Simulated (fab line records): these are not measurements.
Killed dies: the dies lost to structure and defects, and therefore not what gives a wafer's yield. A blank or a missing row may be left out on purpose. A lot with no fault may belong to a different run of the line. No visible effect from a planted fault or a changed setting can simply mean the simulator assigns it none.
Matching of chambers / flow nand_harc / ald_metal-02 running NHARC_A_CONTACT_ALD_18: 4 sister chambers
The step deposits TiN, target thk 3 nm, pulse time 1 s, ald cycles 150. 20 wafers are shown with their chamber, then 10 later ones without.

## WAFERS, EACH WITH ITS CHAMBER
wafer=L074.1; chamber=2; heater_power_w (W)=999; precursor_pulse_height_rel=0.986
wafer=L074.4; chamber=0; heater_power_w (W)=1088; precursor_pulse_height_rel=1.020
wafer=L074.5; chamber=0; heater_power_w (W)=1096; precursor_pulse_height_rel=1.029
wafer=L076.1; chamber=0; heater_power_w (W)=1071; precursor_pulse_height_rel=1.034
wafer=L076.2; chamber=3; heater_power_w (W)=1071; precursor_pulse_height_rel=1.020
wafer=L076.6; chamber=1; heater_power_w (W)=1050; precursor_pulse_height_rel=0.971
wafer=L078.3; chamber=0; heater_power_w (W)=1100; precursor_pulse_height_rel=1.013
wafer=L078.4; chamber=1; heater_power_w (W)=1082; precursor_pulse_height_rel=1.009
wafer=L078.5; chamber=0; heater_power_w (W)=1108; precursor_pulse_height_rel=0.976
wafer=L079.2; chamber=0; heater_power_w (W)=1071; precursor_pulse_height_rel=0.999
wafer=L079.3; chamber=2; heater_power_w (W)=1027; precursor_pulse_height_rel=0.967
wafer=L079.5; chamber=1; heater_power_w (W)=1051; precursor_pulse_height_rel=0.992
wafer=L082.2; chamber=2; heater_power_w (W)=1010; precursor_pulse_height_rel=0.994
wafer=L082.3; chamber=1; heater_power_w (W)=1051; precursor_pulse_height_rel=1.012
wafer=L082.6; chamber=3; heater_power_w (W)=1064; precursor_pulse_height_rel=0.975
wafer=L086.1; chamber=3; heater_power_w (W)=1071; precursor_pulse_height_rel=1.008
wafer=L086.2; chamber=0; heater_power_w (W)=1105; precursor_pulse_height_rel=0.992
wafer=L086.4; chamber=1; heater_power_w (W)=1048; precursor_pulse_height_rel=1.001
wafer=L089.1; chamber=2; heater_power_w (W)=999; precursor_pulse_height_rel=1.017
wafer=L089.4; chamber=3; heater_power_w (W)=1052; precursor_pulse_height_rel=0.972

SIGNATURES (means of the wafers above)
reading=heater_power_w; chamber 0=1091.29; chamber 1=1056.40; chamber 2=1008.75; chamber 3=1064.50; scatter within a chamber=13.7
reading=precursor_pulse_height_rel; chamber 0=1.00900; chamber 1=0.99700; chamber 2=0.99100; chamber 3=0.99375; scatter within a chamber=0.0205
Rule: a wafer lies at a distance from a chamber equal to the root of the sum of squares, over the readings, of (its reading less the chamber's mean, divided by the reading's scatter). If the next closest chamber is less than 2 further off than the closest, the wafer can't be placed; otherwise it belongs to the closest. The scatter is the square root of a quotient: the sum, over the shown wafers, of each reading's squared deviation from its chamber's mean, divided by wafers minus chambers.

## WAFERS WITHOUT THEIR CHAMBER
wafer=L089.5; heater_power_w (W)=1080; precursor_pulse_height_rel=1.009
wafer=L092.2; heater_power_w (W)=1082; precursor_pulse_height_rel=1.003
wafer=L092.3; heater_power_w (W)=1028; precursor_pulse_height_rel=0.961
wafer=L092.6; heater_power_w (W)=1100; precursor_pulse_height_rel=1.001
wafer=L094.4; heater_power_w (W)=1077; precursor_pulse_height_rel=1.027
wafer=L094.5; heater_power_w (W)=1017; precursor_pulse_height_rel=1.027
wafer=L094.6; heater_power_w (W)=1060; precursor_pulse_height_rel=1.005
wafer=L096.3; heater_power_w (W)=1052; precursor_pulse_height_rel=1.013
wafer=L096.4; heater_power_w (W)=1087; precursor_pulse_height_rel=0.983
wafer=L096.5; heater_power_w (W)=1087; precursor_pulse_height_rel=0.974

## CHAMBER TAKEN BY EACH
wafer=L089.5; from the rows above=can't be placed: 0 or 3 or 1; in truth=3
wafer=L092.2; from the rows above=can't be placed: 0 or 3 or 1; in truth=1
wafer=L092.3; from the rows above=can't be placed: 2 or 1 or 3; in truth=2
wafer=L092.6; from the rows above=can't be placed: 0 or 3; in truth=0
wafer=L094.4; from the rows above=can't be placed: 0 or 3 or 1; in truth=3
wafer=L094.5; from the rows above=can't be placed: 2 or 1 or 3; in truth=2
wafer=L094.6; from the rows above=can't be placed: 1 or 3 or 0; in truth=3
wafer=L096.3; from the rows above=can't be placed: 1 or 3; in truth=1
wafer=L096.4; from the rows above=can't be placed: 0 or 3 or 1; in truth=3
wafer=L096.5; from the rows above=can't be placed: 0 or 3 or 1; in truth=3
Placed correctly: 0 of 10. Can't be placed from these rows: 10 (the true chamber is among the candidates in 10). Number placed wrongly: 0.
